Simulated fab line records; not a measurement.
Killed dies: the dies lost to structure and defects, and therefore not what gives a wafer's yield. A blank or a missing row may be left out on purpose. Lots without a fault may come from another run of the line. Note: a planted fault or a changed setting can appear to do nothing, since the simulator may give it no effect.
Struck lot and sound lot, side by side | flow nandHarc | 16 steps out of a route of 1159
Sound: the wafers L517.2, L517.3, L517.6. Struck: wafer L527.5 (left out: L527.2, a lot-mate that was not struck); the cause follows at the end.
Order at every step that has rows: each side's tool, ch and its chambers, its first start. Under that, the readings that differ: sound wafers | struck wafers | difference of the means | sigmas: that difference in standard deviations of wafers without a fault.
alike: words and numbers the same on both sides, and readings whose means are apart by under 2 such deviations; not compared: readings that were withheld, readings missing a value for some wafer, numbers with overlapping values and no deviation given by the record, and bounds like >300 which may hide the same value.
A row with sigmas, a row that says differs or no value, or rows on one side alone: a step with any of these is where the two part. Numbers that don't overlap but have no deviation are shown without sigmas and don't part them. A reading missing from all wafers of one side parts the sides only when that side holds two or more wafers.

first, 5 steps without rows for these wafers: NHARC_P_STI_SOFTBAKE_04 (time 70 s); NHARC_P_STI_EBR_05; NHARC_P_STI_EXPOSE_06 (exposes mask P STI, target cd 200 nm); NHARC_P_STI_PEB_07 (peb time 80 s); NHARC_P_STI_DEVELOP_08 (time 50 s).
NHARC_P_STI_CD_MEAS_09: target cd 200 nm.
  sound on cdSem-03 ch 0, day 3 03:27; struck on cdSem-01 ch 0, day 5 11:10
reading   | sound             | struck | difference | sigmas
cdNm (nm) | 194.8 193.6 193.1 | 200.1  | +6.3       | +3
NHARC_P_STI_OVL_MEAS_10:
  sound: overlay-01 at day 3 03:32; struck: overlay-01 at day 5 11:14
  alike: overlayXNm, overlayYNm
NHARC_P_STI_INSPECT_11:
  sound: defectInspect-01 at day 3 03:34; struck: defectInspect-02 at day 5 11:18
  alike: rawDefectCount
then, 1 step without rows for these wafers: NHARC_P_STI_HARDBAKE_13 (time 65 s).
NHARC_P_STI_DESCUM_14: chemistry O2, time 3 s.
  sound on rieDiel-05 ch 0,2,3, day 3 03:43; struck on rieDiel-05 ch 3, day 5 11:27
  alike: drypumpMotorCurrentA, oesProductAu, rfVppV, showerheadPlenumPTorr, throttleValvePct
  not compared: rfHoursCounterH
NHARC_P_STI_ETCH_42: etches the open film in N2/H2, target depth 80 nm, overetch 24 nm, time 61 s.
  sound on rieDiel-05 ch 0,2, day 3 03:48; struck on rieDiel-05 ch 3, day 5 11:32
reading             | sound             | struck | difference | sigmas
oesProductAu (a.u.) | 1.010 1.010 1.002 | 0.985  | -0.022     | -2
  alike: drypumpMotorCurrentA, rfVppV, showerheadPlenumPTorr, throttleValvePct
  not compared: rfHoursCounterH
NHARC_P_STI_ETCH_31: etches the open film in CF4/CHF3, target depth 108.9 nm, time 54.5 s.
  sound on rieDiel-05 ch 0,1,2; struck on rieDiel-05 ch 3
  alike: drypumpMotorCurrentA, oesProductAu, rfVppV, showerheadPlenumPTorr, throttleValvePct
  not compared: rfHoursCounterH
NHARC_P_STI_ETCH_15: etches the open film in HBr/Cl2, target depth 300 nm, time 100.1 s.
  sound on rieSi-01 ch 0,1, day 3 03:59; struck on rieSi-05 ch 1, day 5 11:43
reading                         | sound             | struck | difference | sigmas
oesProductAu (a.u.)             | 0.993 1.016 1.007 | 0.891  | -0.114     | -10
model.P_STI.featureDepthNm (nm) | 298.8 306.4 307.2 | 248.1  | -56.0      | 
  alike: drypumpMotorCurrentA, throttleValvePct
  not compared: rfHoursCounterH
NHARC_P_STI_CD_MEAS_16:
  sound: cdSem-01 at day 3 04:10; struck: cdSem-02 at day 5 11:52
reading   | sound             | struck | difference | sigmas
cdNm (nm) | 193.8 193.0 193.7 | 201.5  | +8.0       | +3
NHARC_P_STI_OCD_MEAS_17:
  sound: ocd-01 at day 3 04:15; struck: ocd-02 at day 5 11:58
reading             | sound             | struck | difference | sigmas
trenchDepthNm (nm)  | 299 306 307       | 248    | -56        | -11
trenchFootCdNm (nm) | 152.5 150.3 150.1 | 165.8  | +14.8      | +6
then, 1 step without rows for these wafers: NHARC_P_STI_STRIP_19 (strips in SPM, time 900 s).

== WHERE THEY PART ==
At NHARC_P_STI_CD_MEAS_09 first; at NHARC_P_STI_OCD_MEAS_17 last (within this record only).

WHY: the cause the simulator had injected
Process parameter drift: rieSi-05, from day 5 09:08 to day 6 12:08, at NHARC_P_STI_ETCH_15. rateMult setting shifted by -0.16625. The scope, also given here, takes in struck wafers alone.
